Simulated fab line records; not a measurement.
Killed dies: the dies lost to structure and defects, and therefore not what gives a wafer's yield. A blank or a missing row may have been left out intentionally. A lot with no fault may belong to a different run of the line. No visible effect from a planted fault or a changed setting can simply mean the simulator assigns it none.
Split-lot study    flow n5Finfet    21 wafers read from 7 lots, route of 1938 steps

== ABOUT THE SPLIT ==
At N5_BEOL_M11_COAT_63 (time 60 s, resist thk 100 nm), the setting spinRpm was moved away from the recipe's 1500 rpm on 4 of the 21 wafers read, by -6.4% to +5.2%. This setting was run at the recipe's value on the other wafers.

== FROM THE SPLIT TO THE READING: what the file shows between them, 2 steps ==
- N5_BEOL_M11_ETCH_66: etches SOC in N2/H2, target depth 120 nm, overetch 24 nm, time 180 s (also split here: timeS)
- N5_BEOL_M11_STRIP_69: strips in N2/H2

== THE READING ==
SOC_of_BEOL_M11_COAT_63.thkNm (the simulator's own value, which no gauge read), in nm, at N5_BEOL_M11_VIA_ETCH_34 (etches SiCOH lowk in C4F6/O2, target depth 184.5 nm, time 69.2 s). The file gives no usual value for it. Across the 17 wafers here that went through the recipe, the average is 92.0 nm and the standard deviation 0.25 nm.

wafer   tool, chamber at the split  spinRpm as run, rpm  against the recipe  SOC_of_BEOL_M11_COAT_63.thkNm, nm  against lot-mates on the recipe
L075.1  lithoTrack-03, 0            1500                 recipe              91.8                               -
L075.3  lithoTrack-03, 0            1500                 recipe              92.4                               -
L075.4  lithoTrack-03, 0            1500                 recipe              92.4                               -
L079.1  lithoTrack-03, 0            1500                 recipe              92                                 -
L079.2  lithoTrack-03, 0            1500                 recipe              92                                 -
L079.5  lithoTrack-03, 0            1500                 recipe              91.6                               -
L082.1  lithoTrack-02, 0            1404                 -6.4%               95.8                               +3.7
L082.3  lithoTrack-02, 0            1500                 recipe              91.8                               -
L082.5  lithoTrack-02, 0            1500                 recipe              92.4                               -
L083.1  lithoTrack-01, 0            1409                 -6.1%               94.8                               +2.8
L083.2  lithoTrack-01, 0            1500                 recipe              92                                 -
L083.4  lithoTrack-01, 0            1500                 recipe              92                                 -
L087.1  lithoTrack-02, 0            1578                 +5.2%               89.4                               -2.4
L087.4  lithoTrack-02, 0            1578                 +5.2%               89.4                               -2.4
L087.6  lithoTrack-02, 0            1500                 recipe              91.8                               -
L096.1  lithoTrack-02, 0            1500                 recipe              91.8                               -
L096.5  lithoTrack-02, 0            1500                 recipe              92.2                               -
L096.6  lithoTrack-02, 0            1500                 recipe              92                                 -
L097.1  lithoTrack-02, 0            1500                 recipe              92.2                               -
L097.5  lithoTrack-02, 0            1500                 recipe              91.6                               -
L097.6  lithoTrack-02, 0            1500                 recipe              91.8                               -

THE FIT
A straight line over all 21 wafers: SOC_of_BEOL_M11_COAT_63.thkNm changes by -0.518 nm for each +1% of spinRpm; r = -0.98; the points scatter about the line by 0.28 nm.
The same after taking each lot's own level away (the mean of its wafers on the recipe; 21 wafers): -0.497 nm for each +1%; r = -0.98; scatter 0.25 nm.
Per that fit: largest spinRpm move, reading shift of 3.2 nm.
Across the lots, their own levels run from 91.80 to 92.20 nm, a range of 1.6 times the standard deviation given above.
The two slopes agree, so the slope changes little with the lot-to-lot level.
Check: with one of the wafers moved furthest among these (-6.4%) left out of the fit, the line predicts +2.95 nm for it against its lot-mates. It came out at +3.7 nm against them.

== FURTHER SPLITS ON THESE WAFERS ==
Before the reading, these wafers also passed through other splits. Each is held against what the fit with the lots' levels taken away leaves over:
other split on the same wafers  wafers away from the commonest value  r with SOC_of_BEOL_M11_COAT_63.thkNm (lot level and that fit taken away)
N5_BEOL_M9_HM_STRIP_39 timeS    15                                    +0.26
N5_BEOL_M11_ETCH_66 timeS       6                                     -0.17

== THE WHOLE CHAIN: every reading that the file lists as answering this split, in the file's order ==
step                     what it does                                                          reading                                                                         change (the file's fit)                r (the file's)
N5_BEOL_M11_COAT_63      time 60 s, resist thk 100 nm                                          SOC_of_BEOL_M11_COAT_63.thkNm (the simulator's own value, which no gauge read)  -0.527 nm for each +1% of the setting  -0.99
N5_BEOL_M11_ETCH_66      etches SOC in N2/H2, target depth 120 nm, overetch 24 nm, time 180 s  etch.depthNm (the simulator's own value, which no gauge read)                   -0.528 nm for each +1% of the setting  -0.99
N5_BEOL_M11_VIA_ETCH_34  etches SiCOH lowk in C4F6/O2, target depth 184.5 nm, time 69.2 s      SOC_of_BEOL_M11_COAT_63.thkNm (the simulator's own value, which no gauge read)  -0.507 nm for each +1% of the setting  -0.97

== THE FILE'S OWN FIT ==
SOC_of_BEOL_M11_COAT_63.thkNm changes by -0.507 nm for each +1% of spinRpm, r = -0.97.
